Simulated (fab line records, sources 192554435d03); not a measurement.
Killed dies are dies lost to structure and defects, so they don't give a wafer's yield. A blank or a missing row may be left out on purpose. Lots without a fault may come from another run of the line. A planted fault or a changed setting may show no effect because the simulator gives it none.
fab line records | flow n5_finfet
record lots=9 wafers=27 last_day=17
route steps=1938 shown GATE_CUT@500 BEOL_M4@1111 PASSIVATION@1936
lots that met no fault: from a run of the same line without faults
start_h: hours from the record's first day to the start of the lot's first wafer shown | wait_h: hours since the lot's step before | " the same as in the row above | L1.1+2: a row that stands for several wafers | - no value, or no start given | * or withheld: withheld | < > ~ a bound
route shown NAME@n: a module of which the file shows steps, and the number in the route of the first | usual: mean/standard deviation of fault-free wafers | same: alike in all rows | chamber/n: place in a boat | sites: the reading at each site | _std_site: their standard deviation | _edge_site: outer sites' mean less inner sites' | radius_mm: how far each site lies from the wafer's centre | mask NAME#n: copy n | behind: the tool/chamber that last shaped the wafer | hold: why the lot was held/for how many hours/how that ended | device: the transistor (n, p or np) that didn't switch | end of line: the same wafers' tests at the end of the route | a step without rows: its recipe alone | killed: dies lost to structure and defects at the first sort, not the wafer's yield | map: a wafer's dies, x killed, . not, _ none there
set.NAME: the setting as run; set.NAME@STEP: as run at that earlier step | model.NAME: the simulator's own value behind a step, which no gauge read
steps of the route over a sample of lots; a table a step, a row a wafer
services: from which hour (start_h, from the record's first day; less than 0 if before it) a tool's chamber was out of use, for how many hours, and why
## steps
# step N5_GATE_CUT_CUT_ETCH_53
# recipe chemistry=SF6/Cl2 target=W mask_material=SiO2 target_depth_a=792 pressure_mtorr=8 icp_w=900 bias_w=80 SF6_flow_sccm=40 Cl2_flow_sccm=60 ends=cleared
# usual bias_w=80.02/0.25 chamber_pressure_mTorr=8.000/0.007 drypump_motor_current_A=5.7/0.35 etch_rf_on_time_s=25.8/0.9 oes_product_au=0.78/0.079 throttle_valve_pct=29.06/0.22
# columns lot.wafer tool chamber start_h wait_h bias_w chamber_pressure_mTorr drypump_motor_current_A etch_rf_on_time_s oes_product_au rf_hours_counter_h throttle_valve_pct
L848.2 rie_metal-01 0 87.61 0.1 80.03 8.003 6.2 27.2 0.84 2 29.00
L848.3 " 0 " " 80.25 8.006 6.2 27.0 0.85 - 29.01
L848.4 " 1 " " 80.13 7.998 5.6 25.7 0.53 - 28.87
L850.3 rie_metal-01 0 94.45 0.1 79.98 8.001 6.3 27.2 0.83 - 29.00
L850.4 " 0 " " 80.16 8.007 6.3 27.3 0.83 - 29.00
L850.6 " 0 " " 80.38 7.998 6.3 27.2 0.83 - 29.01
L853.2 rie_metal-01 0 118.43 0.1 80.03 8.013 6.3 27.3 0.80 5 29.01
L853.4 " 1 " " 80.28 8.003 5.6 25.1 0.88 - 29.29
L853.6 " 0 " " 79.22 8.000 6.3 27.2 0.81 - 29.01
L857.1 rie_metal-01 0 138.99 0.1 79.97 7.997 6.2 26.9 0.80 8 29.04
L857.3 " 0 " " 80.10 7.994 6.2 26.9 0.80 - 29.02
L857.5 " 0 " " 80.17 8.008 6.2 26.7 0.80 - 29.00
L860.2 rie_metal-01 0 155.99 0.1 80.46 7.987 6.2 26.8 0.80 10 29.04
L860.5 " 1 " " 80.46 7.995 5.6 25.2 0.84 - 29.29
L860.6 " 0 " " 80.08 8.003 6.2 26.9 0.79 - 29.02
L865.1 rie_metal-02 0 185.02 0.1 80.14 7.995 5.4 26.0 0.79 9 29.16
L865.2 " 0 " " 80.27 8.001 5.4 25.8 0.80 - 29.19
L865.6 " 0 " " 79.91 7.999 5.4 25.9 0.80 - 29.18
L868.1 rie_metal-02 1 202.62 0.1 79.63 8.009 5.6 24.5 0.72 41 28.70
L868.2 " 0 " " 80.26 8.005 5.4 25.6 0.79 11 29.18
L868.4 " 0 " " 80.39 7.988 5.4 25.5 0.79 - 29.17
L870.1 rie_metal-02 1 216.45 0.1 80.11 7.991 5.6 24.6 0.72 43 28.70
L870.2 " 1 " " 80.07 8.004 5.6 24.7 0.72 - 28.70
L870.3 " 1 " " 80.26 7.995 5.6 24.6 0.72 - 28.71
L871.1 rie_metal-03 0 223.98 0.1 80.10 7.992 5.2 26.1 0.85 2 28.96
L871.2 " 1 " " 80.13 8.008 5.5 25.6 0.80 16 29.32
L871.6 " 0 " " 79.49 7.997 5.2 25.9 0.85 - 28.97
# step N5_GATE_CUT_CUT_ETCH_54
# recipe chemistry=Cl2/BCl3 target=TiN mask_material=SiO2 target_depth_a=967 pressure_mtorr=10 icp_w=1000 bias_w=126 Cl2_flow_sccm=53.25 bcl3_flow_sccm=21.75 Ar_flow_sccm=25 ends=cleared
# usual bias_w=125.9/0.42 chamber_pressure_mTorr=9.999/0.0093 drypump_motor_current_A=5.7/0.34 etch_rf_on_time_s=36.0/1.2 oes_product_au=0.78/0.08 throttle_valve_pct=22.32/0.17
# columns lot.wafer tool chamber start_h wait_h bias_w chamber_pressure_mTorr drypump_motor_current_A etch_rf_on_time_s oes_product_au rf_hours_counter_h throttle_valve_pct
L848.2 rie_metal-01 0 87.67 0.0 126.1 10.009 6.3 37.6 0.84 2 22.17
L848.3 " 0 " " 126.4 10.011 6.3 38.0 0.84 - 22.15
L848.4 " 1 " " 126.4 10.004 5.5 36.1 0.52 - 22.48
L850.3 rie_metal-01 0 94.57 0.1 125.1 10.003 6.3 37.9 0.83 - 22.17
L850.4 " 0 " " 125.2 10.007 6.3 38.0 0.83 - 22.15
L850.6 " 0 " " 125.5 10.013 6.2 37.6 0.83 - 22.16
L853.2 rie_metal-01 0 118.49 0.0 126.5 9.993 6.3 37.6 0.82 5 22.16
L853.4 " 1 " " 125.5 10.004 5.6 34.5 0.90 - 22.48
L853.6 " 0 " " 125.8 10.001 6.3 38.0 0.80 - 22.16
L857.1 rie_metal-01 0 139.05 0.0 140.4 9.994 6.2 36.2 0.83 8 22.12
L857.3 " 0 " " 139.8 9.991 6.2 35.9 0.81 - 22.13
L857.5 " 0 " " 140.1 10.021 6.2 36.0 0.82 - 22.13
L860.2 rie_metal-01 0 156.05 0.0 139.8 10.000 6.3 35.8 0.81 10 22.15
L860.5 " 1 " " 125.5 9.990 5.6 35.0 0.85 - 22.51
L860.6 " 0 " " 140.3 10.011 6.2 36.2 0.81 - 22.14
L865.1 rie_metal-02 0 185.14 0.1 126.8 10.011 5.4 35.8 0.80 9 22.31
L865.2 " 0 " " 125.9 9.986 5.4 36.2 0.79 - 22.33
L865.6 " 0 " " 125.9 9.973 5.4 35.9 0.80 - 22.32
L868.1 rie_metal-02 1 202.68 0.0 126.3 9.997 5.6 34.2 0.73 41 22.18
L868.2 " 0 " " 126.1 9.992 5.4 36.2 0.79 11 22.34
L868.4 " 0 " " 126.6 9.989 5.4 36.1 0.79 - 22.31
L870.1 rie_metal-02 1 216.57 0.1 125.8 10.003 5.6 34.3 0.72 43 22.20
L870.2 " 1 " " 125.8 9.998 5.6 34.3 0.72 - 22.19
L870.3 " 1 " " 125.9 10.016 5.6 34.1 0.72 - 22.18
L871.1 rie_metal-03 0 224.04 0.0 126.6 9.979 5.2 36.9 0.84 2 22.25
L871.2 " 1 " " 126.2 10.002 5.5 36.1 0.79 16 22.64
L871.6 " 0 " " 126.5 9.997 5.2 37.2 0.84 - 22.27
# step N5_GATE_CUT_VAPOR_ETCH_49
# recipe chemistry=BCl3/Cl2 target=TiAlC mode=isotropic
# usual drypump_motor_current_A=5.7/0.35 oes_product_au=0.86/0.089
# columns lot.wafer tool chamber start_h wait_h drypump_motor_current_A oes_product_au
L848.2 rie_metal-01 0 87.82 0.0 6.2 0.96
L848.3 " 0 " " 6.2 0.95
L848.4 " 1 " " 5.6 0.56
L850.3 rie_metal-01 0 94.85 0.1 6.2 0.93
L850.4 " 0 " " 6.3 0.93
L850.6 " 0 " " 6.3 0.94
L853.2 rie_metal-01 0 118.64 0.0 6.3 0.93
L853.4 " 1 " " 5.6 0.96
L853.6 " 0 " " 6.3 0.93
L857.1 rie_metal-01 0 139.20 0.0 6.2 0.91
L857.3 " 0 " " 6.2 0.91
L857.5 " 0 " " 6.2 0.91
L860.2 rie_metal-01 0 156.20 0.0 6.2 0.90
L860.5 " 1 " " 5.6 0.92
L860.6 " 0 " " 6.3 0.90
L865.1 rie_metal-02 0 185.44 0.1 5.4 0.88
L865.2 " 0 " " 5.4 0.87
L865.6 " 0 " " 5.4 0.87
L868.1 rie_metal-02 1 202.83 0.0 5.6 0.78
L868.2 " 0 " " 5.4 0.87
L868.4 " 0 " " 5.4 0.87
L870.1 rie_metal-02 1 216.87 0.1 5.6 0.79
L870.2 " 1 " " 5.6 0.79
L870.3 " 1 " " 5.6 0.79
L871.1 rie_metal-03 0 224.19 0.0 5.2 0.93
L871.2 " 1 " " 5.6 0.88
L871.6 " 0 " " 5.2 0.94
# step N5_GATE_CUT_STRIP_21
# recipe chemistry=N2/H2 time_s=30 power_w=1000 temp_c=250 pressure_mtorr=withheld n2_flow_sccm=1750 h2_flow_sccm=3250
# usual drypump_motor_current_A=5.7/0.38 heater_power_w=354/39
# same time_s=30
# columns lot.wafer tool chamber start_h wait_h drypump_motor_current_A heater_power_w rf_hours_counter_h
L848.2 plasma_asher-01 1 87.90 0.0 5.2 381 82
L848.3 " 0 " " 6.1 309 -
L848.4 " 1 " " 5.2 379 -
L850.3 plasma_asher-01 0 94.99 0.1 6.1 308 -
L850.4 " 1 " " 5.2 375 -
L850.6 " 1 " " 5.2 367 -
L853.2 plasma_asher-01 0 118.72 0.0 6.1 316 87
L853.4 " 1 " " 5.2 365 -
L853.6 " 0 " " 6.1 313 -
L857.1 plasma_asher-01 0 139.28 0.0 6.1 311 92
L857.3 " 1 " " 5.2 376 -
L857.5 " 1 " " 5.2 367 -
L860.2 plasma_asher-02 1 156.40 0.2 5.9 322 58
L860.5 " 1 " " 5.8 335 -
L860.6 " 0 " " 5.4 403 -
L865.1 plasma_asher-02 0 185.59 0.1 5.4 402 66
L865.2 " 1 " " 5.9 320 66
L865.6 " 1 " " 5.9 328 -
L868.1 plasma_asher-02 0 202.91 0.0 5.4 401 70
L868.2 " 1 " " 5.9 333 70
L868.4 " 0 " " 5.4 415 -
L870.1 plasma_asher-01 1 217.01 0.1 5.2 364 103
L870.2 " 0 " " 6.1 316 103
L870.3 " 1 " " 5.2 382 -
L871.1 plasma_asher-01 1 224.27 0.0 5.2 378 105
L871.2 " 0 " " 6.1 312 105
L871.6 " 1 " " 5.2 384 -
# step N5_BEOL_M4_RC_MEAS_101
# usual DIBL_N=36.0/2.2 DIBL_P=35.9/2.6 IOFF_N=0.16/0.038 IOFF_P=0.21/0.042 ION_N=675/15 ION_P=463/10 SS_N=71.5/0.62 SS_P=73.2/0.76 VT_N=250/4.1 VT_P=-251/3.6
# columns lot.wafer tool chamber start_h wait_h DIBL_N[mV/V] DIBL_P[mV/V] IOFF_N[nA/um] IOFF_P[nA/um] ION_N[uA/um] ION_P[uA/um] SS_N[mV/dec] SS_P[mV/dec] VT_N[mV] VT_P[mV]
L848.2 prober-01 0 164.69 0.2 35.0 34.6 0.13 0.20 672 464 71.2 72.7 250 -250
L848.3 " 0 " " 32.8 32.3 0.11 0.17 658 457 70.6 72.4 256 -251
L848.4 " 0 " " 33.8 32.1 0.12 0.16 665 461 71.6 72.1 254 -251
L850.3 prober-02 0 168.92 0.3 36.3 37.2 0.17 0.21 675 458 72.3 73.5 249 -252
L850.4 " 0 " " 35.1 36.8 0.15 0.19 662 454 71.6 73.3 251 -252
L850.6 " 0 " " 32.8 34.1 0.12 0.16 672 463 70.7 72.1 253 -255
L853.2 prober-01 0 195.36 0.2 38.7 39.3 0.21 0.26 690 471 72.2 74.5 245 -249
L853.4 " 0 " " 36.1 35.5 0.16 0.19 675 459 72.4 73.7 249 -251
L853.6 " 0 " " 33.1 32.3 0.12 0.16 662 452 71.2 72.1 252 -253
L857.1 prober-02 0 215.85 0.0 37.8 37.3 0.16 0.19 675 459 71.2 73.3 252 -254
L857.3 " 0 " " 35.3 34.2 0.12 0.16 644 445 70.9 73.4 259 -256
L857.5 " 0 " " 35.8 33.6 0.13 0.15 653 446 71.9 72.5 256 -259
L860.2 prober-01 0 247.44 0.2 35.2 36.6 0.15 0.20 673 460 71.2 72.6 249 -249
L860.5 " 0 " " 34.9 34.8 0.14 0.18 681 466 71.4 72.5 250 -250
L860.6 " 0 " " 35.5 36.6 0.15 0.20 666 456 71.6 73.4 246 -254
L865.1 prober-02 0 266.93 0.0 37.0 38.5 0.17 0.24 661 456 72.0 73.5 246 -249
L865.2 " 0 " " 37.4 38.1 0.20 0.23 697 478 71.2 73.8 243 -251
L865.6 " 0 " " 36.6 36.9 0.17 0.22 686 464 70.7 72.4 248 -250
L868.1 prober-02 0 293.57 0.0 38.0 39.0 0.20 0.25 685 465 72.1 74.5 248 -251
L868.2 " 0 " " 34.9 35.5 0.15 0.19 689 469 71.6 73.0 250 -250
L868.4 " 0 " " 34.1 34.3 0.13 0.18 664 458 71.3 73.1 253 -254
L870.1 prober-01 0 306.25 0.0 37.4 40.0 0.21 0.26 678 458 71.8 74.5 242 -250
L870.2 " 0 " " 33.0 33.5 0.14 0.17 679 467 71.5 72.5 249 -254
L870.3 " 0 " " 37.6 40.5 0.22 0.25 692 470 72.9 74.6 244 -249
L871.1 prober-02 0 306.35 0.0 36.0 37.0 0.18 0.25 684 464 71.0 73.4 245 -248
L871.2 " 0 " " 35.7 36.7 0.18 0.25 693 475 71.2 73.6 244 -245
L871.6 " 0 " " 35.6 37.8 0.19 0.28 700 491 71.5 74.2 245 -245
# step N5_PASSIVATION_PROBE_49
# usual defect_limited_yield=91.4/1.6 killed_at_M0_to_M3=35/10 killed_at_M4_up=12/4.7 killed_at_contacts=12/5.8 killed_at_front_end=38/12 killed_at_other=4/3.2 killed_dies=102/18 killed_open=68/14 killed_short=32/8 sort_bin_5_function=5.1/0.96 sort_bin_6_memory=3.2/0.77 sort_bin_8_speed=0.1/0.39 sort_n_pass=1078/20 sort_yield_pct=91.3/1.7
# same gross_dies=1180 killed_at_back_side=0 sort_bin_4_leakage[%]=0
# columns lot.wafer tool chamber start_h wait_h defect_limited_yield[%] killed_at_M0_to_M3 killed_at_M4_up killed_at_contacts killed_at_front_end killed_at_other killed_dies killed_open killed_short sort_bin_5_function[%] sort_bin_6_memory[%] sort_bin_8_speed[%] sort_n_pass sort_yield_pct[%]
L850.3 prober-02 - 276.29 0.1 93.9 18 9 8 31 6 72 51 21 3.6 2.2 0 1108 93.9
L850.4 prober-02 - 276.34 0.2 93.7 26 9 6 32 1 74 54 20 3.6 2.5 0 1106 93.7
L850.6 prober-02 - 276.44 0.3 94.5 27 13 5 20 0 65 43 21 3.4 2.0 0 1115 94.5
L860.2 prober-02 - 358.40 0.1 90.9 56 15 9 21 6 107 70 34 5.0 3.4 0 1073 90.9
# killed by level:class
L850.3 STI_FIN_REVEAL:geometric_particle:open=10 MOL_CONTACT_COAG:geometric_particle:open=8 BEOL_M2:geometric_particle:open=5 FIN_SAQP:geometric_particle:short=4 DUMMY_GATE:geometric_particle:open=4 BEOL_M3:geometric_particle:open=4 FIN_SAQP:geometric_particle:open=3 GATE_CUT:geometric_particle:short=3
L850.4 FIN_SAQP:geometric_particle:open=9 BEOL_M2:geometric_particle:open=8 BEOL_M3:geometric_particle:open=8 DUMMY_GATE:geometric_particle:open=5 MOL_CONTACT_COAG:geometric_particle:open=5 FIN_SAQP:geometric_particle:short=4 GATE_CUT:geometric_particle:open=4 STARTING-WAFER:geometric_particle:short=4
L850.6 BEOL_M3:geometric_particle:open=9 BEOL_M2:geometric_particle:open=7 FIN_SAQP:geometric_particle:short=6 STI_FIN_REVEAL:geometric_particle:open=4 BEOL_M0_SAQP:geometric_particle:open=4 MOL_CONTACT_COAG:geometric_particle:short=3 BEOL_M0:geometric_particle:open=3 BEOL_M4:geometric_particle:open=3
L860.2 BEOL_M2:geometric_particle:open=16 MOL_CONTACT_COAG:geometric_particle:open=8 BEOL_M3:geometric_particle:short=8 BEOL_M0_SAQP:geometric_particle:open=7 BEOL_M3:geometric_particle:open=7 BEOL_M4:geometric_particle:open=7 STI_FIN_REVEAL:geometric_particle:open=6 BEOL_M0_SAQP:geometric_particle:short=6
## services
# columns tool chamber start_h hours kind
rie_metal-03 - 86.34 0.3 repair
rie_metal-01 1 91.99 - clean
rie_metal-01 1 91.99 14.5 scheduled_down
rie_metal-01 1 91.99 14.5 vent_cycle
rie_metal-03 - 114.79 1.0 repair
rie_metal-01 - 128.24 0.1 repair
rie_metal-03 - 138.89 0.6 repair
plasma_asher-01 - 149.50 9.1 repair
rie_metal-02 - 153.54 15.6 pm
rie_metal-03 0 180.33 - clean
rie_metal-03 0 180.33 12.5 scheduled_down
rie_metal-03 0 180.33 12.5 vent_cycle
rie_metal-02 1 182.90 7.5 repair
rie_metal-02 0 216.12 14.3 repair
## key
first_sign step=N5_GATE_CUT_CUT_ETCH_54 reading=bias_w direction=up sigmas=34 usual=* struck=*
effect none on later readings
met_at N5_GATE_CUT_CUT_ETCH_54
struck_lots L857,L860
struck_wafers L857.1,L857.3,L857.5,L860.2,L860.6
not_acting_at N5_GATE_CUT_CUT_ETCH_53,N5_GATE_CUT_VAPOR_ETCH_49,N5_GATE_CUT_STRIP_21
onset_between 118.49 139.05
fault kind=process_parameter_drift tool=rie_metal-01 chamber=0 onset_h=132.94 steps=N5_GATE_CUT_CUT_ETCH_54 channel=bias_w offset=* shape=step end_h=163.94 acts_in=* stated=*
